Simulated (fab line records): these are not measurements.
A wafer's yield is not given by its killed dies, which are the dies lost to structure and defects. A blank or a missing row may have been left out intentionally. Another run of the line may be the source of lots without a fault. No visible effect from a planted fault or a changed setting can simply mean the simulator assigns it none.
Shared-tool check :: flow n5Finfet :: 14 lots and 39 wafers in the sample

== WHY THIS WAS OPENED ==
2 of 14 lots carry a flag on the reading HMC_CMP_THK at N5_PMOS_HMC_CHANNEL_EPI_THK_MEAS_22. Fault-free wafers read 53.8 nm, with a standard deviation of 0.84.
Rule: a lot gets a flag if all its wafers with a number sit over 4 standard deviations from that mean, or if no wafer of it has a number. The other lots count as sound.

lot: L845
measured: day 2 03:00
on: filmMetro-02
HMC_CMP_THK (nm), wafer by wafer: 51.7 53.4 54.0
flag: 

lot: L846
measured: day 2 08:22
on: filmMetro-01
HMC_CMP_THK (nm), wafer by wafer: 53.2 54.4 52.9
flag: 

lot: L847
measured: day 2 13:48
on: filmMetro-02
HMC_CMP_THK (nm), wafer by wafer: 54.5 54.3 54.4
flag: 

lot: L848
measured: day 2 20:26
on: filmMetro-01
HMC_CMP_THK (nm), wafer by wafer: 52.6 54.1 52.1
flag: 

lot: L849
measured: day 3 03:02
on: filmMetro-02
HMC_CMP_THK (nm), wafer by wafer: 52.6 53.7 52.8
flag: 

lot: L850
measured: day 3 08:03
on: filmMetro-01
HMC_CMP_THK (nm), wafer by wafer: 54.2 52.4
flag: 

lot: L851
measured: day 3 15:05
on: filmMetro-01
HMC_CMP_THK (nm), wafer by wafer: 53.9 54.6 53.9
flag: 

lot: L852
measured: day 3 21:10
on: filmMetro-02
HMC_CMP_THK (nm), wafer by wafer: 54.1 53.7
flag: 

lot: L853
measured: day 4 01:36
on: filmMetro-02
HMC_CMP_THK (nm), wafer by wafer: 53.9 53.5 53.8
flag: 

lot: L854
measured: day 4 08:53
on: filmMetro-01
HMC_CMP_THK (nm), wafer by wafer: 53.5 54.4 53.1
flag: 

lot: L855
measured: day 4 13:46
on: filmMetro-02
HMC_CMP_THK (nm), wafer by wafer: 55.0 54.4
flag: 

lot: L856
measured: day 4 19:32
on: filmMetro-02
HMC_CMP_THK (nm), wafer by wafer: 51.5 53.0 54.1
flag: 

lot: L863
measured: day 6 13:23
on: filmMetro-01
HMC_CMP_THK (nm), wafer by wafer: 40.2 39.6 40.6
flag: FLAGGED

lot: L865
measured: day 7 01:11
on: filmMetro-02
HMC_CMP_THK (nm), wafer by wafer: 40.2 40.1 38.9
flag: FLAGGED
On average the flagged lots' numbers are 39.9 nm, which is -13.9 nm against the usual, or -17 standard deviations.

== EACH LOT AND THE TOOL IT RAN ON ==
The record keeps 1 process step preceding the reading, out of 1938 steps on the route. Read each cell as the tool, then ch plus the chambers that the sampled wafers visited, then the start.
lot: L845
flag: 
N5_PMOS_HMC_CHANNEL_EPI_EPI_20: epiRpcvd-01 ch 0, day 2 00:22

lot: L846
flag: 
N5_PMOS_HMC_CHANNEL_EPI_EPI_20: epiRpcvd-04 ch 0, day 2 06:56

lot: L847
flag: 
N5_PMOS_HMC_CHANNEL_EPI_EPI_20: epiRpcvd-02 ch 0, day 2 12:22

lot: L848
flag: 
N5_PMOS_HMC_CHANNEL_EPI_EPI_20: epiRpcvd-04 ch 0, day 2 18:55

lot: L849
flag: 
N5_PMOS_HMC_CHANNEL_EPI_EPI_20: epiRpcvd-01 ch 0, day 3 01:11

lot: L850
flag: 
N5_PMOS_HMC_CHANNEL_EPI_EPI_20: epiRpcvd-02 ch 0, day 3 07:13

lot: L851
flag: 
N5_PMOS_HMC_CHANNEL_EPI_EPI_20: epiRpcvd-04 ch 0, day 3 13:51

lot: L852
flag: 
N5_PMOS_HMC_CHANNEL_EPI_EPI_20: epiRpcvd-01 ch 0, day 3 19:18

lot: L853
flag: 
N5_PMOS_HMC_CHANNEL_EPI_EPI_20: epiRpcvd-04 ch 0, day 3 23:58

lot: L854
flag: 
N5_PMOS_HMC_CHANNEL_EPI_EPI_20: epiRpcvd-02 ch 0, day 4 07:34

lot: L855
flag: 
N5_PMOS_HMC_CHANNEL_EPI_EPI_20: epiRpcvd-04 ch 0, day 4 12:43

lot: L856
flag: 
N5_PMOS_HMC_CHANNEL_EPI_EPI_20: epiRpcvd-04 ch 0, day 4 17:54

lot: L863
flag: FLAGGED
N5_PMOS_HMC_CHANNEL_EPI_EPI_20: epiRpcvd-04 ch 0, day 6 11:45

lot: L865
flag: FLAGGED
N5_PMOS_HMC_CHANNEL_EPI_EPI_20: epiRpcvd-04 ch 0, day 6 23:44
What these steps do:
- N5_PMOS_HMC_CHANNEL_EPI_EPI_20: deposits SiGe30, target thk 59 nm.
- N5_PMOS_HMC_CHANNEL_EPI_THK_MEAS_22

== FLAGGED AGAINST TOTAL, ONE TOOL AT A TIME (gauges that did the reading follow at the end) ==
step: N5_PMOS_HMC_CHANNEL_EPI_EPI_20
tool: epiRpcvd-01
lots run: 3
flagged: 0
share of the flagged lots: none
sound lots run after its first flagged lot: -

step: N5_PMOS_HMC_CHANNEL_EPI_EPI_20
tool: epiRpcvd-02
lots run: 3
flagged: 0
share of the flagged lots: none
sound lots run after its first flagged lot: -

step: N5_PMOS_HMC_CHANNEL_EPI_EPI_20
tool: epiRpcvd-04
lots run: 8
flagged: 2
share of the flagged lots: all
sound lots run after its first flagged lot: 0

step: N5_PMOS_HMC_CHANNEL_EPI_THK_MEAS_22
tool: filmMetro-01
lots run: 6
flagged: 1
share of the flagged lots: some
sound lots run after its first flagged lot: 0

step: N5_PMOS_HMC_CHANNEL_EPI_THK_MEAS_22
tool: filmMetro-02
lots run: 8
flagged: 1
share of the flagged lots: some
sound lots run after its first flagged lot: 0

== THE TABLE: WHAT IT ALLOWS ==
In the table, 1 row covers all flagged lots: epiRpcvd-04 at N5_PMOS_HMC_CHANNEL_EPI_EPI_20.
- epiRpcvd-04 at N5_PMOS_HMC_CHANNEL_EPI_EPI_20 ran 8 lots, 2 of them flagged. Last sound lot L856 at day 4 17:54, first flagged lot L863 at day 6 11:45; a fault beginning in between fits.
Left over: one tool, epiRpcvd-04 at N5_PMOS_HMC_CHANNEL_EPI_EPI_20.

== WHAT HAD BEEN PUT IN BY THE SIMULATOR ==
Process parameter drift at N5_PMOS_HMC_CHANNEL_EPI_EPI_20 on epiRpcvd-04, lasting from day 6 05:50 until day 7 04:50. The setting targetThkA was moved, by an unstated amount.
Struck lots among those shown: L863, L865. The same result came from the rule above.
